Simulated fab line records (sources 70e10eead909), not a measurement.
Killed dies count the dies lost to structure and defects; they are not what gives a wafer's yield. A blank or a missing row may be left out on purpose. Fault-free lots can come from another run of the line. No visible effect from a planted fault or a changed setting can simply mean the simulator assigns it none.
The tool behind it: which one? | flow nand_harc | 14 lots, 42 wafers sampled, at 4 steps of a route of 1302

WHAT THE GAUGES SHOWED, per wafer
NHARC_P_ZERO_WELL_CD_MEAS_11: target cd 500 nm.
lot  | measured     | on        | cd_nm (nm)
L218 | day 1 21:08  | cd_sem-02 | 499.9 501.2 501.4
L226 | day 5 05:20  | cd_sem-01 | 496.0 497.1 495.4
L227 | day 5 15:14  | cd_sem-01 | 502.8 503.8 503.1
L230 | day 6 21:14  | cd_sem-02 | 503.4 501.6 501.8
L231 | day 7 07:19  | cd_sem-01 | 501.1 502.5 497.7
L232 | day 7 17:14  | cd_sem-01 | 498.2 496.4 497.1
L233 | day 8 03:14  | cd_sem-03 | 502.3 503.5 503.3
L234 | day 8 13:16  | cd_sem-03 | 496.8 498.5 496.4
L235 | day 8 23:15  | cd_sem-02 | 500.3 499.7 500.5
L236 | day 9 09:14  | cd_sem-03 | 497.6 497.6 501.8
L237 | day 9 19:14  | cd_sem-02 | 500.3 500.3 503.6
L238 | day 10 05:14 | cd_sem-02 | 496.0 496.7 496.1
L239 | day 10 15:14 | cd_sem-03 | 499.1 502.8 503.2
L241 | day 11 11:15 | cd_sem-02 | 496.5 494.2 500.2

NHARC_P_ZERO_WELL_INSPECT_43.
lot  | measured     | on                | raw_defect_count
L218 | day 2 03:37  | defect_inspect-01 | 16 24 15
L226 | day 5 11:40  | defect_inspect-01 | 10 28 15
L227 | day 5 21:28  | defect_inspect-01 | 11 7 9
L230 | day 7 03:36  | defect_inspect-02 | 8 12 8
L231 | day 7 13:41  | defect_inspect-02 | 8 12 14
L232 | day 7 23:35  | defect_inspect-02 | 7 13 7
L233 | day 8 09:51  | defect_inspect-01 | 11 17 22
L234 | day 8 19:54  | defect_inspect-01 | 10 9 10
L235 | day 9 05:43  | defect_inspect-02 | 27 15 19
L236 | day 9 16:10  | defect_inspect-01 | 20 14 16
L237 | day 10 01:51 | defect_inspect-01 | 19 12 15
L238 | day 10 11:43 | defect_inspect-01 | 27 16 21
L239 | day 10 21:44 | defect_inspect-01 | 23 10 9
L241 | day 11 17:30 | defect_inspect-01 | 12 7 21

EACH LOT AND THE TOOL THAT RAN IT (in order: tool; ch and the chambers of the sampled wafers; start)
lot  | NHARC_P_ZERO_WELL_ETCH_62                     | NHARC_P_ZERO_WELL_IMPLANT_57
L218 | rie_diel-12 ch 1,2,3, day 1 22:57 or earlier  | implanter-01 ch 0, day 1 22:57
L226 | rie_diel-12 ch 0,1,2, day 5 07:11 or earlier  | implanter-01, day 5 07:11
L227 | rie_diel-04 ch 1,2,3, day 5 17:04 or earlier  | implanter-01, day 5 17:04
L230 | rie_diel-04 ch 0,1,3, day 6 23:07 or earlier  | implanter-02 ch 0, day 6 23:07
L231 | rie_diel-12 ch 1,3, day 7 09:08 or earlier    | implanter-01 ch 0, day 7 09:08
L232 | rie_diel-12 ch 0,2, day 7 19:06 or earlier    | implanter-02 ch 0, day 7 19:06
L233 | rie_diel-12 ch 1,2,3, day 8 05:11 or earlier  | implanter-02 ch 0, day 8 05:11
L234 | rie_diel-01 ch 2,3, day 8 15:17 or earlier    | implanter-02 ch 0, day 8 15:17
L235 | rie_diel-12 ch 1,2,3, day 9 01:11 or earlier  | implanter-02 ch 0, day 9 01:11
L236 | rie_diel-01 ch 0,1, day 9 11:06 or earlier    | implanter-02 ch 0, day 9 11:06
L237 | rie_diel-04 ch 0,3, day 9 21:15 or earlier    | implanter-02 ch 0, day 9 21:15
L238 | rie_diel-12 ch 1,2, day 10 07:08 or earlier   | implanter-02 ch 0, day 10 07:08
L239 | rie_diel-01 ch 0,1, day 10 17:05 or earlier   | implanter-01 ch 0, day 10 17:05
L241 | rie_diel-01 ch 0,2,3, day 11 12:58 or earlier | implanter-01 ch 0, day 11 12:58
- NHARC_P_ZERO_WELL_ETCH_62: etches the open film in CHF3/Ar, target depth 13 nm, time 6.5 s.
- NHARC_P_ZERO_WELL_IMPLANT_57

AS READ BY THE TOOLS THEMSELVES (means over the sampled wafers that have a number; for cases with no such wafer, the mark the record gives instead)
NHARC_P_ZERO_WELL_ETCH_62.
lot  | tool        | drypump_motor_current_A (A) | oes_product_au (a.u.) | rf_fwd_power_W (W) | rf_vpp_V (V) | showerhead_plenum_p_Torr (Torr) | throttle_valve_pct (%)
L218 | rie_diel-12 | 5.6                         | 0.967                 | 489.3              | 371.8        | 2.43                            | 20.219
L226 | rie_diel-12 | 5.8                         | 0.958                 | 489.4              | 371.0        | 2.34                            | 20.229
L227 | rie_diel-04 | 5.4                         | 0.970                 | 487.7              | 369.3        | 2.25                            | 20.216
L230 | rie_diel-04 | 6.0                         | 0.981                 | 486.4              | 368.2        | 2.26                            | 20.222
L231 | rie_diel-12 | 5.7                         | 0.942                 | 487.7              | 373.6        | 2.45                            | 20.216
L232 | rie_diel-12 | 6.0                         | 0.973                 | 488.5              | 368.3        | 2.22                            | 20.213
L233 | rie_diel-12 | 5.6                         | 0.949                 | 488.1              | 371.8        | 2.41                            | 20.221
L234 | rie_diel-01 | 5.8                         | 0.955                 | 487.7              | 368.9        | 2.28                            | 20.205
L235 | rie_diel-12 | 5.6                         | 0.968                 | 487.4              | 371.9        | 2.41                            | 20.219
L236 | rie_diel-01 | 5.6                         | 0.979                 | 487.8              | 372.8        | 2.44                            | 20.214
L237 | rie_diel-04 | 5.9                         | 0.956                 | 487.1              | 367.6        | 2.21                            | 20.222
L238 | rie_diel-12 | 5.6                         | 0.962                 | 488.3              | 372.2        | 2.44                            | 20.217
L239 | rie_diel-01 | 5.7                         | 0.968                 | 486.9              | 372.4        | 2.42                            | 20.207
L241 | rie_diel-01 | 5.8                         | 0.961                 | 486.2              | 369.9        | 2.32                            | 20.216

NHARC_P_ZERO_WELL_IMPLANT_57.
lot  | tool         | beam_energy_keV | beam_on_s (s)
L218 | implanter-01 | 250.07          | 10.09
L226 | implanter-01 | -               | -
L227 | implanter-01 | -               | -
L230 | implanter-02 | 249.90          | 9.91
L231 | implanter-01 | 249.98          | 10.07
L232 | implanter-02 | 250.03          | 9.90
L233 | implanter-02 | 250.04          | 10.31
L234 | implanter-02 | 249.97          | 9.96
L235 | implanter-02 | 250.06          | 10.00
L236 | implanter-02 | 249.97          | 10.24
L237 | implanter-02 | 249.98          | 9.99
L238 | implanter-02 | 249.99          | 9.88
L239 | implanter-01 | 249.88          | 10.20
L241 | implanter-01 | 249.98          | 10.06

THE ANSWER, worked out from the rows above alone
Rule: the lots themselves supply what counts as usual. Put in order of their means at a reading, lots are off if they are a third of the lots or fewer, leave a main group of 4 or more, and stand apart from it by a gap of 3 or more times the standard deviation of the main group's means; of several such gaps the widest counts. Not used: any main group whose means are identical at the precision the tables above print for the reading. A lot without any number at a reading at which 4 lots or more have one is off too. The other lots that the step has rows for count as sound. After the gauges, taken in route order, come the tools' own readings; for these a lot's mean is taken, as printed above. The first step at which some lot is off is used, and at that step the reading that is off furthest; a lot without a number counts as furthest.
Off at NHARC_P_ZERO_WELL_IMPLANT_57 (beam_energy_keV): L226, L227. Without a number there: L226, L227. Mean 249.99 and standard deviation 0.055 in the main group.
A tool fits if, at that step or a process step before it, it ran every lot that is off, and no sound lot after the first of them. NHARC_P_ZERO_WELL_ETCH_62 gives no start for some lots, so the hours and the order of its lots are those of NHARC_P_ZERO_WELL_IMPLANT_57. Of those tried, none fits.

WHAT THE SIMULATOR PUT IN
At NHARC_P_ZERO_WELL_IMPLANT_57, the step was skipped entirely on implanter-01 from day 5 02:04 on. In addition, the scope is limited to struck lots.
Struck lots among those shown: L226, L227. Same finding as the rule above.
